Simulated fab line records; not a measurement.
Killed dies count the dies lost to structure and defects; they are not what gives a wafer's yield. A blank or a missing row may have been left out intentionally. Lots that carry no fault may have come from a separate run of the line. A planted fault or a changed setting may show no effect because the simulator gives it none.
Split-lot study ; flow n5Finfet ; route with 1938 steps; 7 lots, 39 wafers read

== THE SPLIT ==
At N5_FIN_SAQP_ALD_61 (deposits SiO2, target thk 4 nm, pulse time 1 s, purge time 2 s), the setting tempC was moved away from the recipe's 300 C on 18 of the 39 wafers read, by -4.4% to +4.4%. For the rest of the wafers, this setting stayed at what the recipe calls for.

The split's own step is where the reading is taken.

== THE READING ==
SiO2_of_FIN_SAQP_ALD_61.thkNm (the simulator's own value, which no gauge read), in nm, at N5_FIN_SAQP_ALD_61 (deposits SiO2, target thk 4 nm, pulse time 1 s, purge time 2 s). No usual value for it is given in the file. Average 4.004 nm, standard deviation 0.021 nm, over the 21 wafers here run with the recipe.

wafer;tool, chamber at the split;tempC as run, C;against the recipe;SiO2_of_FIN_SAQP_ALD_61.thkNm, nm;against lot-mates on the recipe
L076.1;aldSin-02, 0;295;-1.7%;4.083;+0.089
L076.2;aldSin-02, 3;295;-1.7%;4.048;+0.054
L076.3;aldSin-02, 2;300;recipe;3.994;-
L076.4;aldSin-02, 1;300;recipe;3.99;-
L076.5;aldSin-02, 0;300;recipe;3.999;-
L076.6;aldSin-02, 3;295;-1.7%;4.061;+0.067
L080.1;aldSin-01, 3;300;recipe;3.996;-
L080.2;aldSin-01, 1;300;recipe;4.004;-
L080.3;aldSin-01, 2;303.7;+1.2%;3.994;-0.016
L080.4;aldSin-01, 3;303.7;+1.2%;3.959;-0.051
L080.5;aldSin-01, 1;300;recipe;4.03;-
L080.6;aldSin-01, 2;303.7;+1.2%;4.016;+0.006
L084.1;aldSin-01, 0;300;recipe;4.009;-
L084.2;aldSin-01, 2;300;recipe;4.033;-
L084.6;aldSin-01, 1;300;recipe;4.031;-
L087.1;aldSin-02, 0;300;recipe;4.018;-
L087.2;aldSin-02, 1;286.9;-4.4%;4.199;+0.214
L087.3;aldSin-02, 3;300;recipe;3.967;-
L087.4;aldSin-02, 2;300;recipe;3.971;-
L087.5;aldSin-02, 2;286.9;-4.4%;4.201;+0.216
L087.6;aldSin-02, 3;286.9;-4.4%;4.188;+0.203
L094.1;aldSin-03, 0,2;300;recipe;3.977;-
L094.5;aldSin-03, 0,2;300;recipe;3.977;-
L094.2;aldSin-03, 3;291.3;-2.9%;4.103;+0.122
L094.3;aldSin-03, 1;291.3;-2.9%;4.117;+0.136
L094.4;aldSin-03, 2;291.3;-2.9%;4.119;+0.138
L094.6;aldSin-03, 1;300;recipe;3.99;-
L095.1;aldSin-01, 2;300;recipe;4.044;-
L095.2;aldSin-01, 0;313.2;+4.4%;3.937;-0.092
L095.3;aldSin-01, 1;313.2;+4.4%;3.944;-0.085
L095.4;aldSin-01, 3;300;recipe;4.014;-
L095.5;aldSin-01, 1;313.2;+4.4%;3.932;-0.097
L095.6;aldSin-01, 0;300;recipe;4.028;-
L096.1;aldSin-03, 3;300;recipe;3.988;-
L096.2;aldSin-03, 2;300;recipe;4.013;-
L096.3;aldSin-03, 1;300;recipe;4.009;-
L096.4;aldSin-03, 0;290.5;-3.2%;4.129;+0.126
L096.5;aldSin-03, 2;290.5;-3.2%;4.143;+0.140
L096.6;aldSin-03, 1;290.5;-3.2%;4.136;+0.133
The file does not say which wafer passed through which chamber wherever a row lists several chambers: such a row stands for several wafers.

FIT RESULTS
A straight line over all 39 wafers: SiO2_of_FIN_SAQP_ALD_61.thkNm changes by -0.0307 nm for each +1% of tempC; r = -0.91; the points scatter about the line by 0.03 nm.
The same after taking each lot's own level away (the mean of its wafers on the recipe; 39 wafers): -0.0353 nm for each +1%; r = -0.95; scatter 0.026 nm.
That fit puts the effect of the largest move of tempC on the reading at 0.16 nm.
Measured against the standard deviation above, the lots' own levels, which go from 3.9813 to 4.0287 nm, span 2.2 times it.
Thus the slope moves with the lot-to-lot level: the two fits are different.
Check: -0.149 nm against its lot-mates is what the line predicts for one of the wafers moved furthest among these (+4.4%) when that wafer is left out of the fit. Against them it came out at -0.0917 nm.

== THE FILE'S OWN FIT ==
SiO2_of_FIN_SAQP_ALD_61.thkNm changes by -0.037 nm for each +1% of tempC, r = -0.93.
